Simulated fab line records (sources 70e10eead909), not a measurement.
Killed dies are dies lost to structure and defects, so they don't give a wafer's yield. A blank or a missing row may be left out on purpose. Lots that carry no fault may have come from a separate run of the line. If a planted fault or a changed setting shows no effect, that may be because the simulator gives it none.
Matching of chambers + flow nand harc + NHARC_A_CONTACT_ETCH_102 on rie diel-03 has 4 sister chambers
The step etches the open film in CF4/O2, target depth 100 nm, overetch 10 nm, time 55 s. 8 wafers are shown with their chamber, then 8 later ones without.

EACH WAFER AND ITS CHAMBER
| wafer  | chamber | drypump motor current A (A) | showerhead plenum p Torr (Torr) |
|--------|---------|-----------------------------|---------------------------------|
| L077.2 | 1       | 6.4                         | 1.25                            |
| L079.1 | 1       | 6.4                         | 1.24                            |
| L079.5 | 2       | 5.6                         | 1.44                            |
| L086.2 | 0       | 5.5                         | 1.39                            |
| L086.5 | 0       | 5.5                         | 1.39                            |
| L090.2 | 2       | 5.7                         | 1.43                            |
| L090.5 | 3       | 5.6                         | 1.32                            |
| L089.2 | 3       | 5.6                         | 1.32                            |

WAFERS WITHOUT THEIR CHAMBER
| wafer  | drypump motor current A (A) | showerhead plenum p Torr (Torr) |
|--------|-----------------------------|---------------------------------|
| L089.3 | 5.7                         | 1.43                            |
| L089.5 | 6.3                         | 1.44                            |
| L093.1 | 6.3                         | 1.44                            |
| L093.2 | 5.7                         | 1.43                            |
| L093.3 | 5.5                         | 1.39                            |
| L095.3 | 5.7                         | 1.43                            |
| L095.4 | 5.5                         | 1.39                            |
| L095.6 | 5.6                         | 1.31                            |

CHAMBER TAKEN BY EACH
| wafer  | from the rows above | in truth                   |
|--------|---------------------|----------------------------|
| L089.3 | 2                   | 2                          |
| L089.5 | 2                   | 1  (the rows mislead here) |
| L093.1 | 2                   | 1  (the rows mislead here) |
| L093.2 | 2                   | 2                          |
| L093.3 | 0                   | 0                          |
| L095.3 | 2                   | 2                          |
| L095.4 | 0                   | 0                          |
| L095.6 | 3                   | 3                          |
Correctly placed: 6 of 8. Number that these rows cannot place: 0. 2 placed wrongly.
How it was worked out, from the rows above alone: a wafer's distance from a chamber is the root of the sum, over the readings, of the square of ((its reading less the chamber's mean) divided by the reading's scatter). If the next closest chamber is less than 2 further off than the closest, the wafer can't be placed; otherwise it belongs to the closest. A chamber's mean is the mean of its shown wafers. The scatter: the root of (the sum of the squares of (reading less its chamber's mean) over the shown wafers, divided by (wafers less chambers)).
